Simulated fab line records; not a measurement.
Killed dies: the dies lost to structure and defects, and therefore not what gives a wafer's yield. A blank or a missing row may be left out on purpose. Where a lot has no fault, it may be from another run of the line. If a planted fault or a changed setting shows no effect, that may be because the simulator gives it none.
fab line records + flow nandHarc + part 2 of 2: steps 27 to 36 of 36
record
- lots=5
- wafers=15
- lastDay=25
route steps=1159 shown P_M1@315 P_M2@318 P_BONDPAD@351
lots with no fault: from the same line, run without faults
startH: hours from the record's first day to the start of the lot's first wafer shown + waitH: how many hours have passed since the lot's step before this one + " the same as in the row above + L1.1+2: a single row standing in for several wafers + - no value, or no start given + * or withheld: withheld + < > ~ a bound
route shown NAME@n: a module of which the file shows steps, and the number in the route of the first + usual: average and standard deviation across the fault-free wafers + same: alike in all rows + chamber/n: place in a boat + sites: the reading at each site + _std_site: the values' standard deviation + _edge_site: inner sites' mean taken away from outer sites' mean + radiusMm: how far each site lies from the wafer's centre + mask NAME#n: copy n + behind: the tool/chamber that last shaped the wafer + hold: reason for holding the lot/hours on hold/outcome of the hold + device: whichever transistor did not switch (one of n, p or np) + end of line: tests run on the same wafers once the route is complete + step lacking rows: just its recipe + killed: dies lost to structure and defects at the first sort, not the wafer's yield + map: dies across one wafer; x = killed, . = not, _ = none there
set.NAME: setting as actually run; set.NAME@STEP: the setting as run at that earlier step + model.NAME: the simulator's own value behind a step, which no gauge read
lots seen at some steps along the route; tables by step, rows by wafer
services: the hour from which a tool's chamber was out of use, counted from the record's first day as startH (under 0 if before that day), plus the number of hours and why
## steps
# step NHARC_P_M2_PVD_21
# recipe
- targetThkA=300
- chamberPressurePa=5
- powerW=5000
- substrateTempC=30
- timeS=20.49
- material=Cu
# usual
- throttleValvePct=30.2/1.1
| lot.wafer | tool          | chamber | startH | waitH | throttleValvePct |
|-----------|---------------|---------|--------|-------|------------------|
| L076.3    | pvdSputter-01 | -       | -      | -     | 29.0             |
| L076.4    | "             | -       | "      | "     | 30.3             |
| L076.6    | "             | -       | "      | "     | 31.0             |
| L084.2    | pvdSputter-01 | -       | -      | -     | 28.1             |
| L084.4    | "             | -       | "      | "     | 31.5             |
| L084.5    | "             | -       | "      | "     | 29.5             |
| L089.3    | pvdSputter-03 | -       | -      | -     | 29.5             |
| L089.2    | "             | -       | "      | "     | 32.2             |
| L089.5    | "             | -       | "      | "     | 29.6             |
| L090.4    | pvdSputter-01 | -       | -      | -     | 31.3             |
| L090.2    | "             | -       | "      | "     | 29.5             |
| L090.5    | "             | -       | "      | "     | 31.2             |
| L097.1    | pvdSputter-02 | -       | -      | -     | 31.2             |
| L097.3    | "             | -       | "      | "     | 28.7             |
| L097.4    | "             | -       | "      | "     | 30.5             |
# step NHARC_P_M2_ECD_22
# recipe
- targetThkA=4000
- bathTempC=25
- material=Cu
# usual
- bathHeatDutyPct=7.0/0.75
| lot.wafer | tool     | chamber | startH | waitH | bathHeatDutyPct |
|-----------|----------|---------|--------|-------|-----------------|
| L076.3    | ecdCu-02 | 0       | 139.47 | -     | 8.1             |
| L076.4    | "        | 1       | "      | "     | 8.0             |
| L076.6    | "        | 1       | "      | "     | 7.5             |
| L084.2    | ecdCu-01 | 1       | 186.22 | -     | 6.8             |
| L084.4    | "        | 1       | "      | "     | 7.8             |
| L084.5    | "        | 0       | "      | "     | 5.6             |
| L089.2    | ecdCu-01 | 1       | 220.79 | -     | 6.9             |
| L089.3    | "        | 1       | "      | "     | 6.7             |
| L089.5    | "        | 1       | "      | "     | 7.8             |
| L090.2    | ecdCu-02 | 0       | 221.38 | -     | 7.6             |
| L090.4    | "        | 1       | "      | "     | 6.5             |
| L090.5    | "        | 0       | "      | "     | 8.1             |
| L097.1    | ecdCu-02 | 0       | 274.24 | -     | 7.5             |
| L097.3    | "        | 1       | "      | "     | 6.4             |
| L097.4    | "        | 0       | "      | "     | 8.5             |
# step NHARC_P_M2_ANNEAL_31
# recipe
- tempC=225
- timeS=90
# usual
- wafer_temp_C_max=226.4/0.34
| lot.wafer | tool         | chamber | startH | waitH | wafer_temp_C_max |
|-----------|--------------|---------|--------|-------|------------------|
| L076.3    | rtpAnneal-02 | 0       | 139.88 | 0.4   | 226.3            |
| L076.4    | "            | 0       | "      | "     | 226.4            |
| L076.6    | "            | 0       | "      | "     | 226.5            |
| L084.2    | rtpAnneal-02 | 0       | 186.65 | 0.4   | 225.8            |
| L084.4    | "            | 0       | "      | "     | 226.6            |
| L084.5    | "            | 0       | "      | "     | 226.0            |
| L089.2    | rtpAnneal-01 | 0       | 221.17 | 0.3   | 226.1            |
| L089.3    | "            | 0       | "      | "     | 226.3            |
| L089.5    | "            | 0       | "      | "     | 226.3            |
| L090.2    | rtpAnneal-02 | 0       | 221.83 | -     | 226.5            |
| L090.4    | "            | 0       | "      | "     | 225.9            |
| L090.5    | "            | 0       | "      | "     | 226.7            |
| L097.1    | rtpAnneal-01 | 0       | 274.56 | -     | 226.6            |
| L097.3    | "            | 0       | "      | "     | 226.6            |
| L097.4    | "            | 0       | "      | "     | 225.9            |
# step NHARC_P_M2_CMP_23
# recipe
- tOverpolishS=20
- targetThkNm=144.3
# usual
- motorCurrentA=11.4/1.3
- timeToEndpointS=28.6/2.8
| lot.wafer | tool   | chamber | startH | waitH | motorCurrentA | timeToEndpointS |
|-----------|--------|---------|--------|-------|---------------|-----------------|
| L076.4    | cmp-04 | 2       | 140.18 | -     | 13.0          | 28.6            |
| L076.3    | "      | 3       | "      | "     | 11.3          | 28.4            |
| L076.6    | "      | 1       | "      | "     | 9.4           | 26.0            |
| L084.4    | cmp-03 | 3       | 186.94 | -     | 11.4          | 29.9            |
| L084.2    | "      | 1       | "      | "     | 14.6          | 29.8            |
| L084.5    | "      | 0       | "      | "     | 12.8          | 28.1            |
| L089.3    | cmp-02 | 2       | 221.47 | -     | 13.0          | 31.0            |
| L089.2    | "      | 0       | "      | "     | 11.1          | 30.4            |
| L089.5    | "      | 2       | "      | "     | 12.5          | 32.4            |
| L090.2    | cmp-02 | 2       | 222.15 | -     | 12.9          | 33.1            |
| L090.4    | "      | 3       | "      | "     | 12.0          | 31.5            |
| L090.5    | "      | 1       | "      | "     | 10.3          | 29.0            |
| L097.3    | cmp-04 | 1       | 274.94 | -     | 9.4           | 26.1            |
| L097.4    | "      | 2       | "      | "     | 12.9          | 29.7            |
| L097.1    | "      | 3       | "      | "     | 11.9          | 28.3            |
# step NHARC_P_M2_THK_MEAS_24
# recipe
- thkMeasGauge=xrf
# usual
- thkNm=144.4/1.6
| lot.wafer | tool         | chamber | startH | waitH | thkNm |
|-----------|--------------|---------|--------|-------|-------|
| L076.3    | filmMetro-02 | -       | 140.44 | -     | 144.6 |
| L076.4    | "            | -       | "      | "     | 143.8 |
| L076.6    | "            | -       | "      | "     | 144.6 |
| L084.2    | filmMetro-02 | -       | 187.25 | -     | 143.3 |
| L084.4    | "            | -       | "      | "     | 148.1 |
| L084.5    | "            | -       | "      | "     | 146.9 |
| L089.2    | filmMetro-02 | -       | 221.78 | -     | 145.0 |
| L089.3    | "            | -       | "      | "     | 145.2 |
| L089.5    | "            | -       | "      | "     | 144.7 |
| L090.2    | filmMetro-01 | -       | 222.44 | -     | 145.3 |
| L090.4    | "            | -       | "      | "     | 143.2 |
| L090.5    | "            | -       | "      | "     | 144.3 |
| L097.1    | filmMetro-02 | -       | 275.23 | -     | 145.3 |
| L097.3    | "            | -       | "      | "     | 145.2 |
| L097.4    | "            | -       | "      | "     | 146.4 |
# step NHARC_P_M2_SRD_25
| lot.wafer  | tool        | chamber | startH | waitH |
|------------|-------------|---------|--------|-------|
| L076.3+4+6 | wetBench-08 | 6,1,2   | 140.48 | 0.0   |
| L084.2+4+5 | wetBench-08 | 0,1,5   | 187.29 | 0.0   |
| L089.3+5+2 | wetBench-08 | 1,3,5   | 221.82 | 0.0   |
| L090.5+2+4 | wetBench-08 | 2,3,7   | 222.48 | 0.0   |
| L097.4+3+1 | wetBench-10 | 0,1,2   | 275.27 | 0.0   |
# step NHARC_P_M2_INSPECT_27
# usual
- rawDefectCount=337/140
| lot.wafer | tool             | chamber | startH | waitH | rawDefectCount |
|-----------|------------------|---------|--------|-------|----------------|
| L076.3    | defectInspect-02 | -       | 140.62 | 0.0   | 240            |
| L076.4    | "                | -       | "      | "     | 204            |
| L076.6    | "                | -       | "      | "     | 147            |
| L084.2    | defectInspect-02 | -       | 187.41 | 0.0   | 215            |
| L084.4    | "                | -       | "      | "     | 370            |
| L084.5    | "                | -       | "      | "     | 241            |
| L089.2    | defectInspect-01 | -       | 221.94 | 0.0   | 130            |
| L089.3    | "                | -       | "      | "     | 393            |
| L089.5    | "                | -       | "      | "     | 156            |
| L090.2    | defectInspect-02 | -       | 222.61 | 0.0   | 447            |
| L090.4    | "                | -       | "      | "     | 355            |
| L090.5    | "                | -       | "      | "     | 233            |
| L097.1    | defectInspect-02 | -       | 275.39 | 0.0   | 197            |
| L097.3    | "                | -       | "      | "     | 224            |
| L097.4    | "                | -       | "      | "     | 278            |
# step NHARC_P_M2_PRE_CLEAN_32
# recipe
- timeS=12
- tempC=370
- rfPowerW=300
- gas=NH3
# usual
- heaterPowerOuterW=354/56
- heaterPowerW=626/66
| lot.wafer | tool     | chamber | startH | waitH | heaterPowerOuterW | heaterPowerW | sinceWetCleanH |
|-----------|----------|---------|--------|-------|-------------------|--------------|----------------|
| L076.3    | pecvd-01 | 0       | 140.71 | 0.1   | 424               | 660          | 71             |
| L076.6    | "        | 1       | "      | "     | 339               | 606          | -              |
| L076.4    | "        | 0       | "      | "     | 425               | 666          | -              |
| L084.2    | pecvd-01 | 0       | 187.51 | 0.1   | 450               | 709          | 118            |
| L084.4    | "        | 0       | "      | "     | 464               | 709          | -              |
| L084.5    | "        | 1       | "      | "     | 391               | 661          | -              |
| L089.3    | pecvd-01 | 0       | 222.01 | 0.1   | 404               | 627          | 153            |
| L089.2    | "        | 2       | "      | "     | 397               | 630          | 153            |
| L089.5    | "        | 2       | "      | "     | 393               | 632          | -              |
| L090.2    | pecvd-03 | 1       | 222.70 | 0.1   | 262               | 509          | 99             |
| L090.5    | "        | 1       | "      | "     | 259               | 502          | -              |
| L090.4    | "        | 2       | "      | "     | 330               | 637          | -              |
| L097.1    | pecvd-03 | 1       | 275.45 | 0.1   | 285               | 546          | 151            |
| L097.3    | "        | 0       | "      | "     | 366               | 697          | 151            |
| L097.4    | "        | 0       | "      | "     | 370               | 683          | -              |
# step NHARC_P_M2_DEP_33
# recipe
- targetThkA=300
- tempC=370
- targetThkNm=30
- pressureTorr=3
- flowSccm=200
- rfW=450
- material=SiCN
# usual
- heaterPowerOuterW=317/53
- heaterPowerW=576/61
- showerheadVppV=1302/65
| lot.wafer | tool     | chamber | startH | waitH | heaterPowerOuterW | heaterPowerW | showerheadVppV | sinceWetCleanH |
|-----------|----------|---------|--------|-------|-------------------|--------------|----------------|----------------|
| L076.3    | pecvd-01 | 0       | 140.85 | 0.1   | 333               | 573          | 1226           | 72             |
| L076.6    | "        | 1       | "      | "     | 330               | 584          | 1245           | -              |
| L076.4    | "        | 0       | "      | "     | 342               | 561          | 1250           | -              |
| L084.2    | pecvd-01 | 0       | 187.61 | 0.1   | 417               | 670          | 1224           | 118            |
| L084.4    | "        | 0       | "      | "     | 416               | 670          | 1208           | -              |
| L084.5    | "        | 1       | "      | "     | 363               | 629          | 1237           | -              |
| L089.3    | pecvd-01 | 0       | 222.09 | 0.1   | 429               | 685          | 1247           | 153            |
| L089.2    | "        | 2       | "      | "     | 326               | 541          | 1362           | 153            |
| L089.5    | "        | 2       | "      | "     | 342               | 552          | 1365           | -              |
| L090.2    | pecvd-03 | 1       | 222.78 | 0.1   | 241               | 474          | 1288           | 99             |
| L090.5    | "        | 1       | "      | "     | 237               | 472          | 1290           | -              |
| L090.4    | "        | 2       | "      | "     | 270               | 553          | 1394           | -              |
| L097.1    | pecvd-03 | 1       | 275.53 | 0.1   | 284               | 526          | 1276           | 152            |
| L097.3    | "        | 0       | "      | "     | 343               | 657          | 1288           | 152            |
| L097.4    | "        | 0       | "      | "     | 350               | 658          | 1290           | -              |
# step NHARC_P_BONDPAD_DEP_00
# recipe
- targetThkA=2500
- tempC=370
- targetThkNm=250
- pressureTorr=3
- flowSccm=200
- rfW=450
- material=SiCN
# usual
- heaterPowerOuterW=329/56
- heaterPowerW=585/63
- showerheadVppV=1292/56
| lot.wafer | tool     | chamber | startH | waitH | heaterPowerOuterW | heaterPowerW | showerheadVppV | sinceWetCleanH |
|-----------|----------|---------|--------|-------|-------------------|--------------|----------------|----------------|
| L076.3    | pecvd-02 | 1       | 141.18 | -     | 412               | 693          | 1289           | 156            |
| L076.6    | "        | 2       | "      | "     | 222               | 472          | 1257           | -              |
| L076.4    | "        | 0       | "      | "     | 354               | 584          | 1304           | -              |
| L084.2    | pecvd-02 | 0       | 188.10 | -     | 356               | 572          | 1293           | 22             |
| L084.4    | "        | 2       | "      | "     | 292               | 562          | 1259           | -              |
| L084.5    | "        | 0       | "      | "     | 361               | 602          | 1321           | -              |
| L089.2    | pecvd-01 | 1       | -      | -     | 323               | 580          | 1238           | 153            |
| L089.3    | "        | 2       | "      | "     | 318               | 549          | 1369           | 153            |
| L089.5    | "        | 1       | "      | "     | 327               | 598          | 1216           | -              |
| L090.2    | pecvd-02 | 1       | 223.19 | -     | 377               | 641          | 1312           | 57             |
| L090.5    | "        | 2       | "      | "     | 253               | 504          | 1260           | -              |
| L090.4    | "        | 0       | "      | "     | 335               | 555          | 1283           | -              |
| L097.1    | pecvd-01 | 2       | 275.94 | -     | 400               | 675          | 1381           | 26             |
| L097.4    | "        | 2       | "      | "     | 316               | 529          | 1381           | -              |
| L097.3    | "        | 0       | "      | "     | 365               | 591          | 1248           | -              |
## services
| tool           | chamber | startH | hours | kind   |
|----------------|---------|--------|-------|--------|
| lithoTrack-06  | -       | 117.00 | 7.0   | pm     |
| cmp-02         | -       | 128.50 | 4.0   | pm     |
| pvdSputter-03  | -       | 130.64 | 9.9   | repair |
| ecdCu-02       | -       | 134.86 | 0.5   | repair |
| lithoTrack-04  | -       | 141.00 | 7.0   | pm     |
| rieDiel-09     | 2       | 144.04 | 23.7  | repair |
| pecvd-02       | -       | 153.00 | 13.0  | pm     |
| cmp-04         | -       | 156.08 | 0.4   | repair |
| arfiScanner-01 | -       | 156.42 | 5.1   | repair |
| pvdSputter-01  | -       | 158.00 | 10.0  | pm     |
| pvdSputter-03  | -       | 169.42 | 2.5   | repair |
| rieDiel-10     | -       | 176.50 | 9.0   | pm     |
| ecdCu-02       | -       | 180.00 | 8.0   | pm     |
| pvdSputter-02  | -       | 181.17 | 4.7   | repair |
| rieDiel-10     | -       | 189.74 | 0.2   | repair |
| pvdSputter-02  | -       | 214.00 | 10.0  | pm     |
| wetBench-08    | -       | 230.45 | 8.0   | pm     |
| pecvd-01       | -       | 237.33 | 13.0  | pm     |
| wetBench-10    | -       | 247.20 | 8.0   | pm     |
| pvdSputter-01  | -       | 252.47 | 1.9   | repair |
| rieDiel-09     | -       | 254.13 | 9.0   | pm     |
| pecvd-01       | 1       | 256.58 | 26.1  | repair |
| lithoTrack-01  | -       | 268.00 | 7.0   | pm     |
| pvdSputter-01  | -       | 273.56 | 2.2   | repair |
